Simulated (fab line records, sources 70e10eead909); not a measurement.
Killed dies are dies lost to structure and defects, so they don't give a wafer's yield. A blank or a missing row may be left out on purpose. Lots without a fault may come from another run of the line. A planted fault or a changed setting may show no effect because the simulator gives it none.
Which tool did it? | flow nand_harc | 12 lots, 36 wafers sampled, at 4 steps of a route of 1302

WHAT THE GAUGES READ, wafer by wafer
NHARC_A_CHANNEL_FILL_D2_INSPECT_13. Usual: raw_defect_count 405, standard deviation 160.
lot  | measured     | on                | raw_defect_count | flag
L389 | day 15 07:51 | defect_inspect-01 | 453 530 390      |
L390 | day 15 20:13 | defect_inspect-02 | 644 624 556      |
L393 | day 16 16:35 | defect_inspect-02 | 505 502 386      |
L395 | day 17 15:49 | defect_inspect-02 | 526 316 616      |
L397 | day 18 16:35 | defect_inspect-02 | 342 445 408      |
L398 | day 19 15:30 | defect_inspect-01 | 352 339 477      |
L400 | day 19 22:06 | defect_inspect-01 | 330 387 351      |
L401 | day 19 22:11 | defect_inspect-02 | 301 328 496      |
L407 | day 23 09:53 | defect_inspect-01 | 178 208 174      |
L409 | day 23 23:29 | defect_inspect-01 | 263 480 568      |
L411 | day 24 17:08 | defect_inspect-01 | 325 421 273      |
L412 | day 25 03:45 | defect_inspect-01 | 216 122 182      |

WHICH TOOL RAN EACH LOT (tool, then ch and the chambers of the sampled wafers, then the start)
lot  | NHARC_A_CHANNEL_FILL_D2_ALD_15                 | NHARC_A_CHANNEL_FILL_D2_ETCHBACK_19 | NHARC_A_CHANNEL_FILL_D2_ANNEAL_22
L389 | ald_sin_batch-02 ch 0, day 14 07:51 or earlier | rie_si-06 ch 0,2,3, day 14 07:51    | furnace-05 ch 0, day 14 15:46
L390 | ald_sin_batch-03 ch 0, day 14 20:22 or earlier | rie_si-06 ch 0,1,3, day 14 20:22    | furnace-05 ch 0, day 15 04:18
L393 | ald_sin_batch-01 ch 0, day 15 16:08 or earlier | rie_si-04 ch 0,1,3, day 15 16:08    | furnace-05 ch 0, day 16 00:30
L395 | ald_sin_batch-01 ch 0, day 16 15:55 or earlier | rie_si-04 ch 1,2, day 16 15:55      | furnace-07 ch 0, day 16 23:48
L397 | ald_sin_batch-01 ch 0, day 17 16:19 or earlier | rie_si-04 ch 2,3, day 17 16:19      | furnace-05 ch 0, day 18 00:24
L398 | ald_sin_batch-03 ch 0, day 18 15:28 or earlier | rie_si-04 ch 1,2, day 18 15:28      | furnace-05 ch 0, day 18 23:29
L400 | ald_sin_batch-02 ch 0, day 18 20:22 or earlier | rie_si-04 ch 1,3, day 18 20:22      | furnace-07 ch 0, day 19 04:18
L401 | ald_sin_batch-02 ch 0, day 18 20:22 or earlier | rie_si-01 ch 0,1,2, day 18 20:22    | furnace-07 ch 0, day 19 04:18
L407 | ald_sin_batch-01 ch 0, day 22 09:50 or earlier | rie_si-04 ch 0,1,3, day 22 09:50    | furnace-05 ch 0, day 22 17:56
L409 | ald_sin_batch-03 ch 0, day 23 00:10 or earlier | rie_si-01 ch 1,2, day 23 00:10      | furnace-06 ch 0, day 23 07:38
L411 | ald_sin_batch-02 ch 0, day 23 13:22 or earlier | rie_si-06 ch 0,2,3, day 23 13:22    | furnace-05 ch 0, day 23 21:16
L412 | ald_sin_batch-02 ch 0, day 24 02:53 or earlier | rie_si-04 ch 0,1,2, day 24 02:53    | furnace-07 ch 0, day 24 11:49
- NHARC_A_CHANNEL_FILL_D2_ALD_15: deposits SiNx, target thk 2 nm, pulse time 60 s, ald cycles 19.
- NHARC_A_CHANNEL_FILL_D2_ETCHBACK_19: etches the open film in HBr/Cl2, target depth 5 nm, time 1.7 s.
- NHARC_A_CHANNEL_FILL_D2_ANNEAL_22: time 7200 s.

WHAT THE TOOLS THEMSELVES READ (means of the sampled wafers that have a number; where no wafer has one, the mark that the record gives instead)
NHARC_A_CHANNEL_FILL_D2_ALD_15. Usual: precursor_pulse_height_rel 1.000, standard deviation 0.021.
lot  | tool             | precursor_pulse_height_rel | flag
L389 | ald_sin_batch-02 | 0.992                      |
L390 | ald_sin_batch-03 | 1.017                      |
L393 | ald_sin_batch-01 | 0.991                      |
L395 | ald_sin_batch-01 | 1.022                      |
L397 | ald_sin_batch-01 | 0.987                      |
L398 | ald_sin_batch-03 | 0.978                      |
L400 | ald_sin_batch-02 | 1.010                      |
L401 | ald_sin_batch-02 | 0.999                      |
L407 | ald_sin_batch-01 | 1.007                      |
L409 | ald_sin_batch-03 | 1.002                      |
L411 | ald_sin_batch-02 | 1.012                      |
L412 | ald_sin_batch-02 | 1.003                      |

NHARC_A_CHANNEL_FILL_D2_ETCHBACK_19. Usual: chamber_pressure_mTorr 15.002 mTorr, standard deviation 0.014; drypump_motor_current_A 5.5 A, standard deviation 0.45; mfc_cl2_sccm 49.98 sccm, standard deviation 0.14; oes_product_au 1.001 a.u., standard deviation 0.017; throttle_valve_pct 26.404 %, standard deviation 0.0092.
lot  | tool      | chamber_pressure_mTorr (mTorr) | drypump_motor_current_A (A) | mfc_cl2_sccm (sccm) | oes_product_au (a.u.) | throttle_valve_pct (%) | flag
L389 | rie_si-06 | 15.000                         | 5.3                         | 49.84               | 1.003                 | 26.401                 |
L390 | rie_si-06 | 15.003                         | 5.2                         | 49.99               | 1.008                 | 26.413                 |
L393 | rie_si-04 | 15.003                         | 5.1                         | 49.87               | 1.004                 | 26.403                 |
L395 | rie_si-04 | 15.001                         | 5.1                         | 50.01               | 1.010                 | 26.410                 |
L397 | rie_si-04 | 15.005                         | 5.7                         | 49.91               | 1.015                 | 26.406                 |
L398 | rie_si-04 | 15.007                         | 5.5                         | 49.96               | 1.007                 | 26.408                 |
L400 | rie_si-04 | 14.996                         | 5.2                         | 50.06               | 1.000                 | 26.404                 |
L401 | rie_si-01 | 15.011                         | 5.7                         | 50.04               | 0.983                 | 26.396                 |
L407 | rie_si-04 | 15.001                         | 5.1                         | 50.12               | 0.980                 | 26.403                 |
L409 | rie_si-01 | 14.992                         | 5.8                         | 50.05               | 1.006                 | 26.405                 |
L411 | rie_si-06 | 15.009                         | 5.3                         | 50.08               | 1.012                 | 26.405                 |
L412 | rie_si-04 | 15.013                         | 5.2                         | 49.94               | 0.999                 | 26.399                 |

NHARC_A_CHANNEL_FILL_D2_ANNEAL_22. Usual: spike_tc_bottom_C 639.8 C, standard deviation 1.6; spike_tc_centre_C 621.0 C, standard deviation 1.4; spike_tc_lower_C 620.7 C, standard deviation 1.1; spike_tc_top_C 641 C, standard deviation 3; spike_tc_upper_C 620.0 C, standard deviation 1.1; tube_center_temp_C 620 C, standard deviation 0.061; tube_center_temp_C_max 621.61, standard deviation 0.24.
lot  | tool       | spike_tc_bottom_C (C) | spike_tc_centre_C (C) | spike_tc_lower_C (C) | spike_tc_top_C (C) | spike_tc_upper_C (C) | tube_center_temp_C (C) | tube_center_temp_C_max | flag
L389 | furnace-05 | 640.6                 | 621.2                 | 621.1                | 643                | 620.3                | 620                    | 621.76                 |
L390 | furnace-05 | 640.5                 | 622.1                 | 621.4                | 644                | 620.2                | 620                    | 621.55                 |
L393 | furnace-05 | 639.7                 | 621.3                 | 622.1                | 643                | 620.8                | 620                    | 621.70                 |
L395 | furnace-07 | 641.0                 | 618.8                 | 620.4                | 640                | 620.9                | 620                    | 621.55                 |
L397 | furnace-05 | 640.5                 | 621.7                 | 621.5                | 643                | 621.2                | 620                    | 621.70                 |
L398 | furnace-05 | 640.0                 | 620.3                 | 620.7                | 643                | 620.4                | 620                    | 621.62                 |
L400 | furnace-07 | 668.3                 | 646.3                 | 646.9                | 667                | 645.8                | 647                    | 648.77                 | OFF
L401 | furnace-07 | 667.9                 | 647.9                 | 647.1                | 667                | 647.8                | 647                    | 648.99                 | OFF
L407 | furnace-05 | 640.6                 | 621.6                 | 622.3                | 643                | 620.6                | 620                    | 621.80                 |
L409 | furnace-06 | 637.1                 | 622.8                 | 621.3                | 635                | 618.7                | 620                    | 621.60                 |
L411 | furnace-05 | 639.7                 | 621.9                 | 621.0                | 642                | 620.1                | 620                    | 621.57                 |
L412 | furnace-07 | 641.1                 | 619.9                 | 619.5                | 639                | 619.8                | 620                    | 621.55                 |

THE ANSWER, worked out from the rows above alone
Rule: a lot is off if the mean of its wafers that have a number lies more than 3 standard deviations from the usual mean. A lot without any number at a reading at which 4 lots or more have one is off too. The other lots that the step has rows for count as sound. The gauges are gone through in route order, then the tools' own readings, and for those a lot's mean is taken as printed above. The first step at which some lot is off is used, and at that step the reading that is off furthest; a lot without a number counts as furthest.
Off: L400, L401, at NHARC_A_CHANNEL_FILL_D2_ANNEAL_22 (tube_center_temp_C).
A tool fits if, at that step or a process step before it, it ran every lot that is off, and no sound lot after the first of them. NHARC_A_CHANNEL_FILL_D2_ALD_15 gives no start for some lots, so the hours and the order of its lots are those of NHARC_A_CHANNEL_FILL_D2_ETCHBACK_19. None of those tried fits.

WHAT THE SIMULATOR HAD PUT IN
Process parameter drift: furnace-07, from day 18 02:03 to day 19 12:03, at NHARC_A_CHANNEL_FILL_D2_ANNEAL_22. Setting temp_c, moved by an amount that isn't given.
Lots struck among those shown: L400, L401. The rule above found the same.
